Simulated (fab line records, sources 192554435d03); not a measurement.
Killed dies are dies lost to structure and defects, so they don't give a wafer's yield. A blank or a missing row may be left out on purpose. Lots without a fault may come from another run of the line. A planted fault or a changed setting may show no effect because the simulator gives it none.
fab line records | flow n5_finfet | part 2 of 2: steps 6 to 6 of 6
record lots=24 wafers=72 last_day=18
route steps=1938 shown MOL_CONTACT_COAG@537
lots that met no fault: from a run of the same line without faults
start_h: hours from the record's first day to the start of the lot's first wafer shown | wait_h: hours since the lot's step before | " the same as in the row above | L1.1+2: a row that stands for several wafers | - no value, or no start given | * or withheld: withheld | < > ~ a bound
route shown NAME@n: a module of which the file shows steps, and the number in the route of the first | usual: mean/standard deviation of fault-free wafers | same: alike in all rows | chamber/n: place in a boat | sites: the reading at each site | _std_site: their standard deviation | _edge_site: outer sites' mean less inner sites' | radius_mm: how far each site lies from the wafer's centre | mask NAME#n: copy n | behind: the tool/chamber that last shaped the wafer | hold: why the lot was held/for how many hours/how that ended | device: the transistor (n, p or np) that didn't switch | end of line: the same wafers' tests at the end of the route | a step without rows: its recipe alone | killed: dies lost to structure and defects at the first sort, not the wafer's yield | map: a wafer's dies, x killed, . not, _ none there
set.NAME: the setting as run; set.NAME@STEP: as run at that earlier step | model.NAME: the simulator's own value behind a step, which no gauge read
steps of the route over a sample of lots; a table a step, a row a wafer
services: from which hour (start_h, from the record's first day; less than 0 if before it) a tool's chamber was out of use, for how many hours, and why
## steps
# step N5_MOL_CONTACT_COAG_ETCHBACK_136
# recipe chemistry=CHF3 target=SiO2 target_depth_a=250 time_s=16.7 ion_energy_ev=200 pressure_mtorr=30 source_w=610 bias_w=170 Ar_flow_sccm=200 CHF3_flow_sccm=50
# usual bias_w=169.9/0.53 drypump_motor_current_A=5.9/0.41 mfc_ar_sccm=200.0/0.58 oes_f_703_au=0.75/0.068 oes_product_au=0.74/0.074 rf_fwd_power_W=599/3.6 rf_vpp_V=523/11 showerhead_plenum_p_Torr=2.37/0.079 throttle_valve_pct=18.75/0.18
# columns lot.wafer tool chamber start_h wait_h bias_w drypump_motor_current_A mfc_ar_sccm oes_f_703_au oes_product_au rf_fwd_power_W rf_hours_counter_h rf_vpp_V showerhead_plenum_p_Torr throttle_valve_pct
L074.2 rie_diel-03 1 103.92 0.0 170.5 6.3 200.0 0.80 0.80 602 95 508 2.41 18.71
L074.3 " 0 " " 170.1 6.3 200.1 0.71 0.68 596 214 518 2.34 18.79
L074.6 " 0 " " 169.5 6.3 199.0 0.70 0.69 596 - 520 2.34 18.77
L075.1 rie_diel-03 2 105.96 0.0 170.0 5.5 199.9 0.71 0.69 601 216 509 2.35 18.72
L075.3 " 0 " " 170.9 6.3 200.6 0.70 0.68 598 214 519 2.34 18.78
L075.5 " 1 " " 169.5 6.3 199.6 0.81 0.79 596 - 508 2.41 18.70
L076.2 rie_diel-05 3 112.68 0.0 169.9 6.5 200.2 0.73 0.73 603 179 529 2.47 18.96
L076.3 " 0 " " 169.6 5.8 199.8 0.73 0.72 605 197 527 2.46 18.60
L076.5 " 3 " " 170.0 6.5 200.1 0.73 0.73 604 - 530 2.47 18.98
L077.3 rie_diel-05 0 116.53 0.0 169.2 5.7 200.0 0.74 0.71 602 199 527 2.46 18.60
L077.5 " 0 " " 170.0 5.7 200.4 0.73 0.71 601 - 527 2.46 18.60
L077.6 " 1 " " 169.5 5.1 199.4 0.74 0.71 598 - 524 2.46 18.98
L078.2 rie_diel-02 3 126.78 0.0 170.4 6.0 199.8 0.89 0.89 602 28 518 2.32 18.69
L078.4 " 3 " " 170.8 6.0 200.1 0.89 0.88 601 - 517 2.32 18.70
L078.6 " 1 " " 169.6 5.4 199.3 0.72 0.74 599 - 533 2.49 18.65
L079.2 rie_diel-03 1 131.48 0.0 170.9 6.4 199.7 0.79 0.79 598 102 510 2.40 18.73
L079.3 " 2 " " 169.3 5.5 200.4 0.71 0.68 600 224 511 2.35 18.73
L079.6 " 0 " " 169.7 6.3 200.3 0.70 0.68 594 - 516 2.34 18.80
L080.1 rie_diel-02 3 136.97 0.0 170.3 5.9 199.8 0.88 0.87 598 34 517 2.31 18.70
L080.3 " 1 " " 169.9 5.4 200.4 0.72 0.73 595 169 534 2.49 18.63
L080.5 " 0 " " 169.9 6.4 200.4 0.77 0.77 602 - 530 2.20 18.82
L081.1 rie_diel-02 0 144.16 0.0 169.4 6.4 199.9 0.77 0.77 604 135 528 2.20 18.81
L081.3 " 1 " " 170.6 5.4 200.3 0.72 0.74 596 171 533 2.49 18.62
L081.6 " 1 " " 169.6 5.4 199.0 0.72 0.74 594 - 534 2.49 18.64
L082.2 rie_diel-03 2 148.28 0.0 169.5 5.4 200.1 0.70 0.69 599 230 511 2.34 18.73
L082.3 " 1 " " 170.4 6.4 200.2 0.79 0.79 601 109 508 2.40 18.73
L082.5 " 3 " " 169.9 5.9 200.6 0.74 0.74 602 - 509 2.37 18.50
L083.3 rie_diel-02 3 155.38 0.0 168.6 6.0 200.5 0.87 0.87 601 38 518 2.31 18.71
L083.4 " 1 " " 170.1 5.4 199.6 0.72 0.74 595 175 534 2.49 18.65
L083.5 " 3 " " 169.4 6.0 199.9 0.87 0.86 605 - 516 2.31 18.71
L084.1 rie_diel-05 2 166.34 0.0 170.5 5.5 199.3 0.90 0.93 596 14 540 2.34 18.41
L084.2 " 1 " " 169.0 5.2 200.6 0.72 0.70 601 218 525 2.45 19.02
L084.4 " 0 " " 170.0 5.8 199.4 0.72 0.71 600 217 527 2.45 18.65
L085.2 rie_diel-02 3 170.52 0.0 170.4 6.0 200.9 0.86 0.86 600 44 517 2.31 18.72
L085.3 " 0 " " 169.1 6.3 199.4 0.76 0.77 601 143 529 2.20 18.84
L085.5 " 0 " " 170.0 6.4 200.9 0.76 0.77 603 - 530 2.20 18.81
L086.1 rie_diel-03 1 179.67 0.0 170.4 6.3 199.1 0.78 0.77 597 120 509 2.40 18.76
L086.4 " 0 " " 169.6 6.3 199.8 0.69 0.67 596 238 519 2.33 18.83
L086.6 " 2 " " 169.7 5.5 199.7 0.70 0.67 602 - 512 2.34 18.76
L087.1 rie_diel-02 2 186.25 0.0 170.8 5.8 200.0 0.67 0.69 599 249 548 2.34 18.95
L087.4 " 3 " " 169.6 6.0 199.0 0.85 0.85 599 49 517 2.31 18.72
L087.5 " 0 " " 169.8 6.4 198.9 0.75 0.75 602 - 528 2.19 18.83
L088.2 rie_diel-03 3 190.79 0.0 170.2 5.9 200.4 0.73 0.72 599 199 508 2.37 18.53
L088.5 " 1 " " 170.4 6.4 199.4 0.77 0.77 601 - 509 2.40 18.76
L088.6 " 0 " " 170.0 6.3 201.0 0.69 0.67 595 - 517 2.33 18.84
L089.4 rie_diel-03 3 199.26 0.0 170.3 5.9 200.5 0.72 0.73 601 202 510 2.37 18.51
L089.5 " 1 " " 169.8 6.3 199.8 0.77 0.76 599 - 507 2.39 18.76
L089.6 " 0 " " 170.0 6.3 200.8 0.69 0.67 599 - 519 2.33 18.83
L090.1 rie_diel-05 1 201.18 0.0 169.7 5.1 201.2 0.72 0.70 595 224 525 2.45 19.02
L090.2 " 2 " " 170.0 5.5 200.8 0.87 0.91 592 25 538 2.33 18.41
L090.6 " 2 " " 169.4 5.5 200.0 0.87 0.90 591 - 538 2.33 18.41
L091.1 rie_diel-05 2 206.28 0.0 169.8 5.5 199.2 0.87 0.90 595 27 537 2.33 18.43
L091.3 " 1 " " 170.4 5.1 200.2 0.72 0.69 600 226 526 2.45 19.04
L091.5 " 0 " " 170.2 5.7 199.4 0.71 0.70 605 - 525 2.45 18.66
L092.1 rie_diel-03 0 217.98 0.0 169.1 6.3 199.5 0.68 0.66 593 252 518 2.33 18.85
L092.2 " 3 " " 169.3 5.9 200.1 0.72 0.71 600 209 509 2.36 18.54
L092.6 " 3 " " 169.3 5.9 200.3 0.72 0.71 601 - 511 2.36 18.53
L093.1 rie_diel-02 2 218.10 0.0 169.8 5.8 199.8 0.91 0.97 596 4 546 2.33 18.52
L093.4 " 3 " " 170.2 6.0 199.9 0.84 0.83 603 62 516 2.30 18.74
L093.5 " 0 " " 169.7 6.3 200.7 0.75 0.74 603 - 526 2.19 18.86
L094.1 rie_diel-03 1 227.10 0.0 169.6 6.3 199.9 0.77 0.76 597 136 508 2.39 18.78
L094.5 " 2 " " 169.5 5.5 200.2 1.03 1.00 602 - 510 2.34 18.32
L094.6 " 3 " " 171.1 5.9 200.4 0.72 0.71 600 - 510 2.36 18.53
L095.1 rie_diel-02 0 238.34 0.0 169.4 6.4 199.1 0.74 0.73 603 169 527 2.19 18.86
L095.2 " 2 " " 170.4 5.8 199.2 0.89 0.93 596 12 548 2.33 18.55
L095.4 " 3 " " 170.1 6.0 200.7 0.82 0.81 604 69 517 2.30 18.75
L096.2 rie_diel-05 1 240.24 0.0 170.5 5.2 199.7 0.71 0.68 596 238 525 2.45 19.07
L096.3 " 3 " " 170.0 6.5 200.1 0.71 0.70 601 225 528 2.45 19.04
L096.5 " 3 " " 170.6 6.5 199.4 0.70 0.70 601 - 530 2.45 19.05
L097.1 rie_diel-05 3 248.46 0.0 170.1 6.5 201.4 0.70 0.69 600 228 528 2.45 19.06
L097.3 " 2 " " 170.3 5.5 199.4 0.84 0.87 597 41 539 2.33 18.43
L097.5 " 0 " " 169.5 5.8 199.3 0.70 0.68 603 - 525 2.44 18.66
## services
# columns tool chamber start_h hours kind
ald_sin-04 1 66.51 9.2 repair
pvd_sputter-01 - 83.60 1.1 repair
ald_sin-03 - 102.60 28.1 pm
rie_diel-05 2 109.16 - clean
rie_diel-05 2 109.16 - consumable_replace:focus_ring
rie_diel-05 2 109.16 22.5 scheduled_down
rie_diel-05 2 109.16 22.5 vent_cycle
pvd_sputter-01 - 115.56 3.2 repair
rie_diel-05 1 141.45 1.7 repair
ald_sin-03 - 178.17 14.0 pm
ald_sin-04 1 178.87 152.3 repair
rie_diel-02 2 188.84 - clean
rie_diel-02 2 188.84 - consumable_replace:focus_ring
rie_diel-02 2 188.84 16.3 scheduled_down
rie_diel-03 2 203.59 - clean
rie_diel-03 2 203.59 - consumable_replace:focus_ring
rie_diel-03 2 203.59 17.8 scheduled_down
rie_diel-03 2 203.59 17.8 vent_cycle
ald_sin-03 3 217.11 7.0 repair
rie_diel-03 1 217.32 3.5 repair
rie_diel-03 0 221.39 - clean
rie_diel-03 0 221.39 - consumable_replace:focus_ring
rie_diel-03 0 221.39 21.7 scheduled_down
rie_diel-03 0 221.39 21.7 vent_cycle
